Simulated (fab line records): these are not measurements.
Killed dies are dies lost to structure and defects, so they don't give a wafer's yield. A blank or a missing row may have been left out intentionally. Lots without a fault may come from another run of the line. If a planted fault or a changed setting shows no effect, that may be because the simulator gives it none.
Chamber matching + flow n5Finfet + aldHk-03 running N5_HKMG_FIN_ALD_75: 4 sister chambers
The step deposits Al2O3, target thk 1 nm, co reactant pulse time 1 s. 4 wafers are shown with their chamber, then 11 later ones without.

## WAFERS PAIRED WITH THEIR CHAMBERS
| wafer  | chamber | heaterPowerOuterW (W) |
|--------|---------|-----------------------|
| L090.4 | 2       | 73                    |
| L089.3 | 0       | 75                    |
| L089.4 | 1       | 68                    |
| L092.3 | 3       | 80                    |

## WAFERS WITHOUT THEIR CHAMBER
| wafer  | heaterPowerOuterW (W) |
|--------|-----------------------|
| L092.4 | 68                    |
| L092.6 | 79                    |
| L093.1 | 71                    |
| L093.2 | 67                    |
| L093.4 | 73                    |
| L094.1 | 78                    |
| L094.2 | 74                    |
| L094.5 | 68                    |
| L097.2 | 71                    |
| L097.4 | 69                    |
| L097.5 | 69                    |

## THE CHAMBER EACH PASSED THROUGH
| wafer  | from the rows above          | in truth |
|--------|------------------------------|----------|
| L092.4 | 1                            | 1        |
| L092.6 | 3                            | 3        |
| L093.1 | can't be placed: 2 or 1 or 0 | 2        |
| L093.2 | 1                            | 1        |
| L093.4 | can't be placed: 2 or 0      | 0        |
| L094.1 | can't be placed: 3 or 0      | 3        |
| L094.2 | can't be placed: 0 or 2      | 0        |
| L094.5 | 1                            | 1        |
| L097.2 | can't be placed: 2 or 1 or 0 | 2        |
| L097.4 | 1                            | 1        |
| L097.5 | 1                            | 1        |
Placed correctly: 6 of 11. Not placeable from these rows: 5 (in 5, the candidates include the true chamber). Placed wrongly: 0.
How it was worked out, from the rows above alone: a wafer's distance from a chamber is the root of the sum, over the readings, of the square of ((its reading less the chamber's mean) divided by the reading's scatter). If the next closest chamber is less than 2 further off than the closest, the wafer can't be placed; otherwise it belongs to the closest. The mean given for a chamber averages the wafers shown for that chamber. The scatter: with one shown wafer a chamber, the root of the mean of the squares of how far each hidden wafer lies from its nearest shown one.
